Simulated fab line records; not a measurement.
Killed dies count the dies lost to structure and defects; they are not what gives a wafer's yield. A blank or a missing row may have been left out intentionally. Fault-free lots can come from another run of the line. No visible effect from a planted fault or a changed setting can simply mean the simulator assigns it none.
fab line records | flow n5Finfet
record: lots: 6 | wafers: 18 | lastDay: 19
route steps=1938 shown BEOL_M15@1812 PASSIVATION@1936
lots that met no fault: taken from a fault-free run of the same line
startH: start of the lot's first displayed wafer, in hours after the record's first day | waitH: hours since the lot's step before | " as in the row above | L1.1+2: a single row standing in for several wafers | - no value present, or no start provided | * or withheld: withheld | < > ~ a bound
route shown NAME@n: names a module that has steps shown in the file, with the first one's number in the route | usual: average and standard deviation across the fault-free wafers | same: alike in all rows | chamber/n: place in a boat | sites: readings site by site | _std_site: the standard deviation of these | _edge_site: the outer-site mean with the inner-site mean subtracted | radiusMm: how far each site lies from the wafer's centre | mask NAME#n: copy n | behind: the most recent tool/chamber to have shaped the wafer | hold: reason for holding the lot/hours on hold/outcome of the hold | device: whichever transistor did not switch (one of n, p or np) | end of line: the route-end tests of the same wafers | step lacking rows: just its recipe | killed: the dies lost at the first sort to structure and to defects; this is not the yield of the wafer | map: per-die view of a wafer (x killed, . not killed, _ where there is no die)
set.NAME: the setting as run; set.NAME@STEP: as run at that earlier step | model.NAME: the simulator's own value behind a step, which no gauge read
certain route steps with their lots: each step a table, each wafer a row
services: from which hour (startH, from the record's first day; less than 0 if before it) a tool's chamber was out of use, for how many hours, and why
== steps ==
step: N5_BEOL_M15_STRIP_62
recipe: chemistry: O2 | powerW: 600 | tempC: 60 | pressureMtorr: 30 | rfFrequencyHz: 6e+07 | biasPowerW: 0 | overashFraction: 0.3 | o2FlowSccm: 225
usual: drypumpMotorCurrentA: 5.7/0.45 | oesProductAu: 0.82/0.078 | rfVppV: 3.6/0.46 | showerheadPlenumPTorr: 2.08/0.071 | throttleValvePct: 16.69/0.17
lot.wafer | tool       | chamber | startH | waitH | drypumpMotorCurrentA | oesProductAu | rfHoursCounterH | rfVppV | showerheadPlenumPTorr | throttleValvePct
L924.1    | rieDiel-04 | 1       | -      | -     | 5.8                  | 0.80         | 108             | 3.5    | 2.03                  | 16.81
L924.5    | "          | 1       | "      | "     | 5.8                  | 0.80         | -               | 4.6    | 2.03                  | 16.79
L924.6    | "          | 2       | "      | "     | 5.4                  | 0.73         | -               | 3.9    | 1.99                  | 16.55
L925.2    | rieDiel-04 | 2       | -      | -     | 5.5                  | 0.73         | 183             | 2.9    | 1.98                  | 16.54
L925.3    | "          | 0       | "      | "     | 5.8                  | 0.91         | 15              | 3.4    | 2.04                  | 16.52
L925.6    | "          | 0       | "      | "     | 5.8                  | 0.92         | -               | 3.5    | 2.04                  | 16.49
L932.2    | rieDiel-01 | 0       | -      | -     | 6.1                  | 0.86         | 42              | 3.9    | 2.12                  | 16.69
L932.3    | "          | 2       | "      | "     | 5.1                  | 0.79         | 95              | 3.0    | 2.13                  | 16.61
L932.5    | "          | 3       | "      | "     | 6.3                  | 0.83         | -               | 3.9    | 2.01                  | 16.60
L935.2    | rieDiel-05 | 2       | -      | -     | 5.5                  | 0.72         | 201             | 3.1    | 2.02                  | 16.95
L935.4    | "          | 2       | "      | "     | 5.5                  | 0.72         | -               | 3.8    | 2.02                  | 16.95
L935.5    | "          | 1       | "      | "     | 5.9                  | 0.82         | -               | 3.1    | 2.21                  | 16.99
L945.4    | rieDiel-05 | 1       | -      | -     | 5.9                  | 0.80         | 136             | 3.9    | 2.20                  | 17.05
L945.5    | "          | 1       | "      | "     | 5.9                  | 0.79         | -               | 3.6    | 2.20                  | 17.03
L945.6    | "          | 2       | "      | "     | 5.5                  | 0.70         | -               | 4.4    | 2.01                  | 16.97
L946.3    | rieDiel-04 | 3       | -      | -     | 5.8                  | 0.89         | 39              | 3.6    | 2.06                  | 16.79
L946.5    | "          | 1       | "      | "     | 5.7                  | 0.77         | -               | 3.1    | 2.02                  | 16.88
L946.6    | "          | 0       | "      | "     | 5.8                  | 0.87         | -               | 3.3    | 2.04                  | 16.55
step: N5_BEOL_M15_STRIP_37
recipe: chemistry: O2 | powerW: 600 | tempC: 60 | pressureMtorr: 30 | rfFrequencyHz: 6e+07 | biasPowerW: 0 | overashFraction: 0.3 | o2FlowSccm: 225
step: N5_BEOL_M15_ETCH_38
recipe: chemistry: CF4/N2 | target: SiCN | targetDepthA: 1064 | taperDeg: 2 | timeS: 120.5 | ionEnergyEv: 150 | maskMaterial: SiO2 | pressureMtorr: 40 | sourceW: 430 | biasW: 70 | Ar_flow_sccm: 100 | cf4FlowSccm: 60 | n2FlowSccm: 60
usual: biasW: 70.00/0.2 | drypumpMotorCurrentA: 5.7/0.45 | oesProductAu: 0.82/0.078 | rfVppV: 381.8/1.9 | showerheadPlenumPTorr: 2.19/0.065 | throttleValvePct: 15.48/0.16
lot.wafer | tool       | chamber | startH | waitH | biasW | drypumpMotorCurrentA | oesProductAu | rfHoursCounterH | rfVppV | showerheadPlenumPTorr | throttleValvePct
L924.1    | rieDiel-04 | 1       | -      | -     | 70.13 | 5.7                  | 0.80         | 108             | 379.9  | 2.13                  | 15.48
L924.5    | "          | 1       | "      | "     | 70.48 | 5.7                  | 0.81         | -               | 378.5  | 2.13                  | 15.47
L924.6    | "          | 2       | "      | "     | 70.34 | 5.5                  | 0.74         | -               | 379.9  | 2.11                  | 15.42
L925.2    | rieDiel-04 | 2       | -      | -     | 69.76 | 5.5                  | 0.74         | 183             | 380.0  | 2.11                  | 15.42
L925.3    | "          | 0       | "      | "     | 70.16 | 5.8                  | 0.91         | 15              | 382.0  | 2.17                  | 15.33
L925.6    | "          | 0       | "      | "     | 69.93 | 5.8                  | 0.91         | -               | 381.7  | 2.17                  | 15.35
L932.2    | rieDiel-01 | 0       | -      | -     | 70.03 | 6.1                  | 0.86         | 42              | 383.1  | 2.26                  | 15.58
L932.3    | "          | 2       | "      | "     | 69.75 | 5.1                  | 0.81         | 95              | 383.9  | 2.23                  | 15.35
L932.5    | "          | 3       | "      | "     | 70.12 | 6.3                  | 0.82         | -               | 379.9  | 2.15                  | 15.54
L935.2    | rieDiel-05 | 2       | -      | -     | 70.21 | 5.5                  | 0.72         | 201             | 379.1  | 2.11                  | 15.61
L935.4    | "          | 2       | "      | "     | 69.77 | 5.5                  | 0.72         | -               | 380.0  | 2.11                  | 15.61
L935.5    | "          | 1       | "      | "     | 70.26 | 5.9                  | 0.81         | -               | 386.7  | 2.31                  | 15.69
L945.4    | rieDiel-05 | 1       | -      | -     | 70.17 | 5.9                  | 0.80         | 136             | 383.1  | 2.30                  | 15.73
L945.5    | "          | 1       | "      | "     | 70.04 | 5.9                  | 0.79         | -               | 384.5  | 2.30                  | 15.73
L945.6    | "          | 2       | "      | "     | 69.92 | 5.5                  | 0.71         | -               | 381.0  | 2.10                  | 15.65
L946.3    | rieDiel-04 | 3       | -      | -     | 69.95 | 5.9                  | 0.90         | 39              | 380.5  | 2.17                  | 15.57
L946.5    | "          | 1       | "      | "     | 69.49 | 5.8                  | 0.76         | -               | 378.4  | 2.12                  | 15.56
L946.6    | "          | 0       | "      | "     | 69.86 | 5.8                  | 0.86         | -               | 381.0  | 2.16                  | 15.40
step: N5_BEOL_M15_PRECLEAN_39
recipe: chemistry: residueRemover | timeS: 60 | tempC: 40
step: N5_BEOL_M15_SRD_40
recipe: timeS: 30 | tempC: 23 | rinseLiquid: diw | dry: n2Spin | spinRpm: 1500 | dryTimeS: 30
step: N5_BEOL_M15_DEGAS_41
recipe: ambient: vacuum | tempC: 300 | timeS: 60
step: N5_BEOL_M15_PRE_CLEAN_42
recipe: gas: H2/He | timeS: 30 | tempC: 300
usual: heaterPowerW: 471/64
lot.wafer | tool          | chamber | startH | waitH | heaterPowerW
L924.1    | pvdSputter-02 | -       | 325.20 | 0.0   | 455
L924.5    | "             | -       | "      | "     | 452
L924.6    | "             | -       | "      | "     | 503
L925.2    | pvdSputter-02 | -       | 340.76 | 0.0   | 501
L925.3    | "             | -       | "      | "     | 453
L925.6    | "             | -       | "      | "     | 454
L932.2    | pvdSputter-01 | -       | 356.97 | 0.0   | 447
L932.3    | "             | -       | "      | "     | 438
L932.5    | "             | -       | "      | "     | 448
L935.2    | pvdSputter-03 | -       | 380.21 | 0.0   | 392
L935.4    | "             | -       | "      | "     | 590
L935.5    | "             | -       | "      | "     | 393
L945.4    | pvdSputter-03 | -       | 444.19 | 0.0   | 597
L945.5    | "             | -       | "      | "     | 463
L945.6    | "             | -       | "      | "     | 588
L946.3    | pvdSputter-03 | -       | 444.59 | 0.0   | 588
L946.5    | "             | -       | "      | "     | 385
L946.6    | "             | -       | "      | "     | 600
step: N5_BEOL_M15_SPUTTER_43
recipe: material: TaN | targetThkA: 150 | tempC: 50 | biasV: 168.6 | powerW: 15000 | chamberPressurePa: 0.12 | timeS: 24.19
step: N5_BEOL_M15_SPUTTER_44
recipe: material: Ta | targetThkA: 150 | tempC: 50 | biasV: 80 | powerW: 15000 | chamberPressurePa: 0.07 | timeS: 24.19
usual: cathodeDcPowerW: 15000/2.6 | chamberPressurePa: 0.07/0.00015 | throttleValvePct: 29.7/0.91
lot.wafer | tool          | chamber | startH | waitH | cathodeDcPowerW | chamberPressurePa | throttleValvePct
L924.1    | pvdSputter-02 | -       | 325.32 | 0.0   | 15004           | 0.0701            | 28.3
L924.5    | "             | -       | "      | "     | 15001           | 0.06986           | 28.3
L924.6    | "             | -       | "      | "     | 14996           | 0.06984           | 29.4
L925.2    | pvdSputter-02 | -       | 340.88 | 0.0   | 15003           | 0.06996           | 29.5
L925.3    | "             | -       | "      | "     | 15000           | 0.06987           | 28.8
L925.6    | "             | -       | "      | "     | 14998           | 0.06978           | 28.6
L932.2    | pvdSputter-01 | -       | 357.09 | 0.0   | 15001           | 0.07013           | 30.1
L932.3    | "             | -       | "      | "     | 14995           | 0.07004           | 28.4
L932.5    | "             | -       | "      | "     | 15000           | 0.06996           | 29.8
L935.2    | pvdSputter-03 | -       | 380.33 | 0.0   | 15003           | 0.0699            | 30.2
L935.4    | "             | -       | "      | "     | 14999           | 0.06994           | 29.4
L935.5    | "             | -       | "      | "     | 14999           | 0.06994           | 30.0
L945.4    | pvdSputter-03 | -       | 444.31 | 0.0   | 15005           | 0.07014           | 29.3
L945.5    | "             | -       | "      | "     | 15001           | 0.0702            | 30.1
L945.6    | "             | -       | "      | "     | 14998           | 0.06999           | 29.2
L946.3    | pvdSputter-03 | -       | 444.71 | 0.0   | 15005           | 0.06981           | 29.3
L946.5    | "             | -       | "      | "     | 14997           | 0.07042           | 30.0
L946.6    | "             | -       | "      | "     | 14998           | 0.06991           | 29.3
step: N5_BEOL_M15_SPUTTER_45
recipe: material: Cu | targetThkA: 1000 | tempC: -20 | biasV: 60 | powerW: 26000 | chamberPressurePa: 0.13 | timeS: 16.67
usual: cathodeDcPowerW: 26000/5.4 | chamberPressurePa: 0.13002/0.00026 | throttleValvePct: 29.7/0.92
lot.wafer | tool          | chamber | startH | waitH | cathodeDcPowerW | chamberPressurePa | throttleValvePct
L924.1    | pvdSputter-02 | -       | 325.40 | 0.0   | 25994           | 0.12985           | 28.5
L924.5    | "             | -       | "      | "     | 25998           | 0.12991           | 28.4
L924.6    | "             | -       | "      | "     | 26004           | 0.12999           | 29.5
L925.2    | pvdSputter-02 | -       | 340.96 | 0.0   | 25996           | 0.1299            | 29.5
L925.3    | "             | -       | "      | "     | 26007           | 0.13045           | 28.6
L925.6    | "             | -       | "      | "     | 25999           | 0.13015           | 28.4
L932.2    | pvdSputter-01 | -       | 357.17 | 0.0   | 26000           | 0.13028           | 29.8
L932.3    | "             | -       | "      | "     | 26001           | 0.13018           | 28.4
L932.5    | "             | -       | "      | "     | 26002           | 0.12989           | 30.0
L935.2    | pvdSputter-03 | -       | 380.41 | 0.0   | 25996           | 0.13031           | 30.3
L935.4    | "             | -       | "      | "     | 25992           | 0.1297            | 29.3
L935.5    | "             | -       | "      | "     | 25996           | 0.1306            | 30.0
L945.4    | pvdSputter-03 | -       | 444.39 | 0.0   | 26004           | 0.12971           | 28.8
L945.5    | "             | -       | "      | "     | 25996           | 0.13              | 30.0
L945.6    | "             | -       | "      | "     | 26000           | 0.1302            | 29.0
L946.3    | pvdSputter-03 | -       | 444.79 | 0.0   | 25999           | 0.1301            | 28.8
L946.5    | "             | -       | "      | "     | 25996           | 0.12997           | 30.0
L946.6    | "             | -       | "      | "     | 25989           | 0.13047           | 29.0
step: N5_BEOL_M15_ECD_47
recipe: material: Cu | targetThkA: 18600
step: N5_BEOL_M15_ANNEAL_48
recipe: tempC: 225 | timeS: 90 | ambient: N2
step: N5_BEOL_M15_CMP_49
recipe: stopOn: SiO2 | tOverpolishS: 4.9 | downForcePsi: 2 | platenRpm: 80 | clearingPlatenDownForcePsi: 2 | clearingPlatenRpm: 80 | postCmpClean: cuAlkaline | targetThkNm: 850 | clearingPlatenPadVelocityMS: 1.5917 | padVelocityMS: 1.5917
usual: barrierFieldEndpointS: 11.31/0.26 | headPressurePsi: 2.000/0.004 | motorCurrentA: 8.1/0.89 | overpolishRunS: 4.901/0.0092
lot.wafer | tool   | chamber | startH | waitH | barrierFieldEndpointS | headPressurePsi | motorCurrentA | overpolishRunS
L924.1    | cmp-03 | 2       | 326.09 | 0.3   | 11.45                 | 1.999           | 7.3           | 4.899
L924.5    | "      | 1       | "      | "     | 11.34                 | 1.999           | 7.4           | 4.900
L924.6    | "      | 2       | "      | "     | 11.30                 | 1.999           | 7.9           | 4.893
L925.2    | cmp-02 | 0       | 341.63 | 0.2   | 11.33                 | 2.000           | 9.7           | 4.913
L925.3    | "      | 2       | "      | "     | 11.10                 | 1.997           | 9.0           | 4.885
L925.6    | "      | 1       | "      | "     | 11.08                 | 1.997           | 8.5           | 4.902
L932.3    | cmp-02 | 3       | 357.83 | 0.2   | 8.08                  | 2.806           | 10.8          | 4.917
L932.2    | "      | 0       | "      | "     | 8.12                  | 2.810           | 11.2          | 4.899
L932.5    | "      | 3       | "      | "     | 8.13                  | 2.811           | 11.1          | 4.922
L935.2    | cmp-02 | 0       | 381.07 | 0.2   | 8.16                  | 2.807           | 11.9          | 4.897
L935.4    | "      | 2       | "      | "     | 8.04                  | 2.805           | 10.2          | 4.915
L935.5    | "      | 0       | "      | "     | 8.06                  | 2.807           | 11.3          | 4.895
L945.4    | cmp-03 | 3       | 445.13 | 0.2   | 11.36                 | 1.994           | 8.4           | 4.906
L945.6    | "      | 1       | "      | "     | 11.19                 | 1.998           | 7.3           | 4.912
L945.5    | "      | 2       | "      | "     | 11.08                 | 2.007           | 7.7           | 4.901
L946.3    | cmp-03 | 3       | 445.45 | 0.2   | 11.35                 | 2.006           | 7.8           | 4.885
L946.5    | "      | 3       | "      | "     | 11.21                 | 2.000           | 8.1           | 4.903
L946.6    | "      | 0       | "      | "     | 11.02                 | 1.995           | 7.6           | 4.885
step: N5_PASSIVATION_PROBE_49
usual: defectLimitedYield: 91.4/1.2 | killed_at_M0_to_M3: 35/11 | killed_at_M4_up: 14/6 | killedAtContacts: 12/6.7 | killedAtFrontEnd: 37/9.7 | killedAtOther: 3.5/2.5 | killedDies: 102/15 | killedOpen: 67/12 | killedShort: 33/7.3 | sort_bin_5_function: 5.1/0.81 | sort_bin_6_memory: 3.2/0.65 | sortNPass: 1078/15 | sortYieldPct: 91.4/1.2
same: grossDies: 1180 | killedAtBackSide: 0 | sort_bin_4_leakage[%]: 0 | sort_bin_8_speed[%]: 0
lot.wafer | tool      | chamber | startH | waitH | defectLimitedYield[%] | killed_at_M0_to_M3 | killed_at_M4_up | killedAtContacts | killedAtFrontEnd | killedAtOther | killedDies | killedOpen | killedShort | sort_bin_5_function[%] | sort_bin_6_memory[%] | sortNPass | sortYieldPct[%]
L924.1    | prober-02 | -       | 343.89 | 0.0   | 93.5                  | 24                 | 20              | 4                | 28               | 1             | 77         | 49         | 22          | 3.6                    | 2.5                  | 1103      | 93.5
L924.5    | prober-02 | -       | 344.09 | 0.2   | 90.4                  | 63                 | 11              | 7                | 31               | 1             | 113        | 72         | 39          | 5.8                    | 3.5                  | 1067      | 90.4
L924.6    | prober-02 | -       | 344.14 | 0.3   | 90.2                  | 52                 | 12              | 8                | 41               | 3             | 116        | 78         | 37          | 5.8                    | 3.7                  | 1064      | 90.2
L925.2    | prober-01 | -       | 356.75 | 0.1   | 91.9                  | 24                 | 22              | 11               | 31               | 7             | 95         | 61         | 34          | 5.0                    | 2.7                  | 1085      | 91.9
L925.3    | prober-01 | -       | 356.80 | 0.1   | 93.1                  | 20                 | 8               | 16               | 31               | 6             | 81         | 48         | 30          | 4.0                    | 2.5                  | 1099      | 93.1
L925.6    | prober-01 | -       | 356.95 | 0.3   | 90.5                  | 23                 | 14              | 17               | 50               | 8             | 112        | 75         | 32          | 6.0                    | 3.1                  | 1068      | 90.5
L932.2    | prober-01 | -       | 372.82 | 0.1   | 92.9                  | 29                 | 9               | 14               | 28               | 4             | 84         | 54         | 30          | 5.2                    | 1.7                  | 1096      | 92.9
L932.3    | prober-01 | -       | 372.87 | 0.1   | 91.4                  | 38                 | 10              | 11               | 43               | 0             | 102        | 68         | 32          | 5.5                    | 2.9                  | 1078      | 91.4
L932.5    | prober-01 | -       | 372.97 | 0.2   | 90.7                  | 56                 | 11              | 8                | 33               | 2             | 110        | 74         | 36          | 5.6                    | 3.6                  | 1070      | 90.7
L935.2    | prober-01 | -       | 396.91 | 0.1   | 92.2                  | 42                 | 20              | 8                | 21               | 1             | 92         | 66         | 26          | 4.4                    | 3.1                  | 1088      | 92.2
L935.4    | prober-01 | -       | 397.01 | 0.2   | 89.8                  | 47                 | 20              | 16               | 34               | 3             | 120        | 87         | 32          | 5.8                    | 3.9                  | 1060      | 89.8
L935.5    | prober-01 | -       | 397.06 | 0.2   | 88.6                  | 32                 | 34              | 14               | 46               | 9             | 135        | 97         | 36          | 6.1                    | 4.9                  | 1045      | 88.6
L945.4    | prober-01 | -       | 460.31 | 0.2   | 93.8                  | 19                 | 12              | 6                | 34               | 2             | 73         | 55         | 17          | 3.7                    | 2.1                  | 1107      | 93.8
L945.5    | prober-01 | -       | 460.36 | 0.2   | 91.9                  | 34                 | 19              | 1                | 38               | 4             | 96         | 60         | 31          | 4.3                    | 3.3                  | 1084      | 91.9
L945.6    | prober-01 | -       | 460.41 | 0.3   | 92.8                  | 25                 | 14              | 4                | 40               | 2             | 85         | 50         | 35          | 4.3                    | 2.6                  | 1095      | 92.8
L946.3    | prober-01 | -       | 463.68 | 0.1   | 91.4                  | 42                 | 14              | 14               | 26               | 5             | 101        | 66         | 34          | 5.3                    | 3.2                  | 1079      | 91.4
L946.5    | prober-01 | -       | 463.78 | 0.2   | 91.3                  | 38                 | 14              | 13               | 35               | 3             | 103        | 61         | 40          | 5.3                    | 2.8                  | 1077      | 91.3
L946.6    | prober-01 | -       | 463.83 | 0.3   | 91.9                  | 36                 | 18              | 7                | 31               | 3             | 95         | 68         | 27          | 5.0                    | 3.0                  | 1085      | 91.9
killed by level:class
L924.1 BEOL_M4:geometricParticle:open=12 STI_FIN_REVEAL:geometricParticle:open=7 BEOL_M0_SAQP:geometricParticle:short=5 BEOL_M2:geometricParticle:open=4 BEOL_M3:geometricParticle:open=4 GATE_CUT:geometricParticle:short=4 BEOL_M0_SAQP:geometricParticle:open=4 STARTING-WAFER:geometricParticle:short=4
L924.5 BEOL_M3:geometricParticle:open=14 BEOL_M0_SAQP:geometricParticle:short=13 BEOL_M2:geometricParticle:open=13 BEOL_M0_SAQP:geometricParticle:open=9 STI_FIN_REVEAL:geometricParticle:open=7 MOL_CONTACT_COAG:geometricParticle:open=6 FIN_SAQP:geometricParticle:short=5 BEOL_M3:geometricParticle:short=5
L924.6 BEOL_M2:geometricParticle:open=20 STI_FIN_REVEAL:geometricParticle:open=16 BEOL_M0_SAQP:geometricParticle:open=13 MOL_CONTACT_COAG:geometricParticle:open=7 BEOL_M0_SAQP:geometricParticle:short=5 BEOL_M2:geometricParticle:short=4 BEOL_M4:geometricParticle:short=4 GATE_CUT:geometricParticle:short=3
L925.2 BEOL_M4:geometricParticle:open=15 MOL_CONTACT_COAG:geometricParticle:open=9 FIN_SAQP:geometricParticle:short=8 STI_FIN_REVEAL:geometricParticle:open=6 BEOL_M1:geometricParticle:open=6 BEOL_M0_SAQP:geometricParticle:short=5 FIN_SAQP:geometricParticle:open=3 BEOL_M2:geometricParticle:open=3
L925.3 MOL_CONTACT_COAG:geometricParticle:open=15 FIN_SAQP:geometricParticle:short=10 GATE_CUT:geometricParticle:short=6 FIN_SAQP:geometricParticle:open=5 BEOL_M1:geometricParticle:open=5 DUMMY_GATE:geometricParticle:open=4 BEOL_M2:geometricParticle:short=3 BEOL_M2:geometricParticle:open=3
L925.6 MOL_CONTACT_COAG:geometricParticle:open=14 STI_FIN_REVEAL:geometricParticle:open=13 FIN_SAQP:geometricParticle:open=9 FIN_SAQP:geometricParticle:short=7 BEOL_M1:geometricParticle:open=6 DUMMY_GATE:geometricParticle:open=4 BEOL_M0_SAQP:geometricParticle:short=4 BEOL_M3:geometricParticle:open=4
L932.2 MOL_CONTACT_COAG:geometricParticle:open=12 FIN_SAQP:geometricParticle:short=10 BEOL_M0_SAQP:geometricParticle:open=10 STI_FIN_REVEAL:geometricParticle:open=9 BEOL_M0_SAQP:geometricParticle:short=8 BEOL_M2:geometricParticle:open=5 BEOL_M4:geometricParticle:open=4 BEOL_M5:geometricParticle:open=3
L932.3 BEOL_M0_SAQP:geometricParticle:open=14 STI_FIN_REVEAL:geometricParticle:open=11 FIN_SAQP:geometricParticle:open=10 MOL_CONTACT_COAG:geometricParticle:open=8 BEOL_M0_SAQP:geometricParticle:short=8 FIN_SAQP:geometricParticle:short=6 BEOL_M1:geometricParticle:open=6 DUMMY_GATE:geometricParticle:open=4
L932.5 BEOL_M0_SAQP:geometricParticle:short=15 STI_FIN_REVEAL:geometricParticle:open=14 BEOL_M2:geometricParticle:open=10 BEOL_M0_SAQP:geometricParticle:open=8 MOL_CONTACT_COAG:geometricParticle:open=8 FIN_SAQP:geometricParticle:short=6 BEOL_M3:geometricParticle:short=6 BEOL_M0:geometricParticle:open=5
L935.2 BEOL_M4:geometricParticle:open=14 BEOL_M0_SAQP:geometricParticle:open=11 BEOL_M0_SAQP:geometricParticle:short=10 BEOL_M2:geometricParticle:open=8 BEOL_M3:geometricParticle:open=8 MOL_CONTACT_COAG:geometricParticle:open=7 FIN_SAQP:geometricParticle:open=4 BEOL_M1:geometricParticle:open=4
L935.4 BEOL_M0_SAQP:geometricParticle:open=25 BEOL_M4:geometricParticle:open=14 MOL_CONTACT_COAG:geometricParticle:open=13 BEOL_M0_SAQP:geometricParticle:short=10 DUMMY_GATE:geometricParticle:open=9 FIN_SAQP:geometricParticle:open=6 GATE_CUT:geometricParticle:short=5 BEOL_M2:geometricParticle:open=4
L935.5 BEOL_M4:geometricParticle:open=14 MOL_CONTACT_COAG:geometricParticle:open=13 FIN_SAQP:geometricParticle:open=10 BEOL_M0_SAQP:geometricParticle:open=8 BEOL_M2:geometricParticle:open=8 PAD_METAL:geometricParticle:open=8 BEOL_M0_SAQP:geometricParticle:short=6 BEOL_M4:geometricParticle:short=5
L945.4 STI_FIN_REVEAL:geometricParticle:open=13 FIN_SAQP:geometricParticle:open=8 FIN_SAQP:geometricParticle:short=7 MOL_CONTACT_COAG:geometricParticle:open=5 BEOL_M3:geometricParticle:open=5 BEOL_M4:geometricParticle:open=5 BEOL_M0:geometricParticle:open=3 GATE_CUT:geometricParticle:open=2
L945.5 BEOL_M1:geometricParticle:open=17 FIN_SAQP:geometricParticle:short=9 BEOL_M1:geometricParticle:short=8 FIN_SAQP:geometricParticle:open=5 STI_FIN_REVEAL:geometricParticle:open=5 DUMMY_GATE:geometricParticle:open=5 BEOL_M4:geometricParticle:open=5 HKMG_FIN:areaEtch=5
L945.6 FIN_SAQP:geometricParticle:open=12 FIN_SAQP:geometricParticle:short=11 BEOL_M2:geometricParticle:open=8 BEOL_M7:geometricParticle:open=6 BEOL_M1:geometricParticle:open=4 BEOL_M3:geometricParticle:open=4 STARTING-WAFER:geometricParticle:open=4 DUMMY_GATE:geometricParticle:short=3
L946.3 MOL_CONTACT_COAG:geometricParticle:open=10 BEOL_M2:geometricParticle:open=9 BEOL_M0_SAQP:geometricParticle:open=8 BEOL_M0_SAQP:geometricParticle:short=8 STI_FIN_REVEAL:geometricParticle:open=6 BEOL_M3:geometricParticle:open=6 BEOL_M8:geometricParticle:open=5 BEOL_M1:geometricParticle:open=5
L946.5 FIN_SAQP:geometricParticle:short=12 BEOL_M0_SAQP:geometricParticle:short=11 MOL_CONTACT_COAG:geometricParticle:open=10 FIN_SAQP:geometricParticle:open=8 BEOL_M0_SAQP:geometricParticle:open=7 BEOL_M2:geometricParticle:open=5 STI_FIN_REVEAL:geometricParticle:open=4 BEOL_M0:geometricParticle:open=4
L946.6 BEOL_M4:geometricParticle:open=14 BEOL_M3:geometricParticle:open=8 FIN_SAQP:geometricParticle:open=7 FIN_SAQP:geometricParticle:short=7 BEOL_M2:geometricParticle:open=7 MOL_CONTACT_COAG:geometricParticle:open=5 BEOL_M0_SAQP:geometricParticle:short=5 BEOL_M1:geometricParticle:open=5
== services ==
tool          | chamber | startH | hours | kind
rieDiel-01    | 0       | 301.70 | 3.2   | repair
cmp-02        | -       | 301.97 | 3.8   | pm
cmp-03        | -       | 306.56 | 5.8   | pm
cmp-03        | -       | 338.77 | 7.0   | repair
cmp-03        | -       | 355.51 | 4.0   | pm
cmp-03        | -       | 359.51 | -     | consumableReplace:conditioner
cmp-03        | -       | 359.51 | -     | consumableReplace:pad
rieDiel-05    | 0       | 365.49 | -     | clean
rieDiel-05    | 0       | 365.49 | -     | consumableReplace:focusRing
rieDiel-05    | 0       | 365.49 | 13.6  | scheduledDown
rieDiel-05    | 0       | 365.49 | 13.6  | ventCycle
pvdSputter-01 | -       | 376.86 | 2.8   | repair
rieDiel-01    | 0       | 378.42 | 9.6   | repair
rieDiel-05    | 3       | 378.97 | 14.3  | repair
rieDiel-05    | 0       | 379.15 | 1.6   | repair
cmp-02        | -       | 395.86 | 1.0   | repair
cmp-02        | -       | 398.48 | 3.4   | repair
rieDiel-04    | 0       | 399.11 | 26.0  | repair
rieDiel-04    | 2       | 402.36 | 8.4   | repair
cmp-02        | -       | 402.61 | 4.0   | pm
cmp-02        | -       | 406.61 | -     | consumableReplace:conditioner
rieDiel-05    | 3       | 430.73 | 9.2   | repair
pvdSputter-03 | -       | 434.03 | 2.5   | repair
cmp-03        | -       | 435.23 | 1.5   | repair
== key ==
firstSign: step: N5_BEOL_M15_CMP_49 | reading: headPressurePsi | direction: up | sigmas: 99+ | usual: 2.000 | struck: 2.807
effect: step: N5_BEOL_M15_CMP_49 | reading: barrierFieldEndpointS | direction: down | sigmas: 12 | usual: 11.31 | struck: 8.10
metAt N5_BEOL_M15_CMP_49
struckWafers L932.2,L932.3,L932.5,L935.2,L935.4,L935.5
onsetBetween 341.63 357.83
fault: kind: processParameterDrift | tool: cmp-02 | chamber: - | onsetH: 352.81 | steps: N5_BEOL_M15_CMP_49 | channel: downForcePsi | offset: 0.80821 | shape: step | endH: 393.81 | actsIn: theseRecipesOnly | stated: 2
